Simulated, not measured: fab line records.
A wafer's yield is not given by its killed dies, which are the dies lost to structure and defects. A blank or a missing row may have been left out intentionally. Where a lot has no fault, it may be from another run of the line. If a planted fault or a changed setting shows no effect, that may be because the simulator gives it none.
Matching of chambers :: flow n5Finfet :: 4 sister chambers for N5_BEOL_M2_ETCH_69 on rieDiel-03
The step etches SiARC in CF4, target depth 15.6 nm, time 26 s. 4 wafers are shown with their chamber, then 11 later ones without.

== WAFERS WITH THEIR CHAMBER ==
wafer: L077.5
chamber: 1
showerheadPlenumPTorr (Torr): 2.04

wafer: L082.2
chamber: 0
showerheadPlenumPTorr (Torr): 2.20

wafer: L082.6
chamber: 2
showerheadPlenumPTorr (Torr): 2.06

wafer: L083.2
chamber: 3
showerheadPlenumPTorr (Torr): 2.18

== WAFERS WITHOUT THEIR CHAMBER ==
wafer: L083.4
showerheadPlenumPTorr (Torr): 2.06

wafer: L083.5
showerheadPlenumPTorr (Torr): 2.06

wafer: L085.3
showerheadPlenumPTorr (Torr): 2.06

wafer: L085.5
showerheadPlenumPTorr (Torr): 2.06

wafer: L085.6
showerheadPlenumPTorr (Torr): 2.17

wafer: L087.2
showerheadPlenumPTorr (Torr): 2.04

wafer: L087.4
showerheadPlenumPTorr (Torr): 2.20

wafer: L087.6
showerheadPlenumPTorr (Torr): 2.06

wafer: L089.2
showerheadPlenumPTorr (Torr): 2.04

wafer: L089.4
showerheadPlenumPTorr (Torr): 2.06

wafer: L089.6
showerheadPlenumPTorr (Torr): 2.04

== EACH ONE'S CHAMBER ==
wafer: L083.4
from the rows above: 2
in truth: 2

wafer: L083.5
from the rows above: 2
in truth: 2

wafer: L085.3
from the rows above: 2
in truth: 2

wafer: L085.5
from the rows above: 2
in truth: 2

wafer: L085.6
from the rows above: 3
in truth: 3

wafer: L087.2
from the rows above: 1
in truth: 1

wafer: L087.4
from the rows above: 0
in truth: 0

wafer: L087.6
from the rows above: 2
in truth: 2

wafer: L089.2
from the rows above: 1
in truth: 1

wafer: L089.4
from the rows above: 2
in truth: 2

wafer: L089.6
from the rows above: 1
in truth: 1
Placed correctly: 11 of 11. From these rows, 0 cannot be placed. 0 placed wrongly.
How it was worked out, from the rows above alone: a wafer's distance from a chamber is the root of the sum, over the readings, of the square of ((its reading less the chamber's mean) divided by the reading's scatter). The wafer belongs to the nearest chamber; if the next one is less than 2 further off, it can't be placed. The mean given for a chamber averages the wafers shown for that chamber. The scatter: root of mean squared gap, hidden wafer to nearest shown wafer, with one shown wafer a chamber.
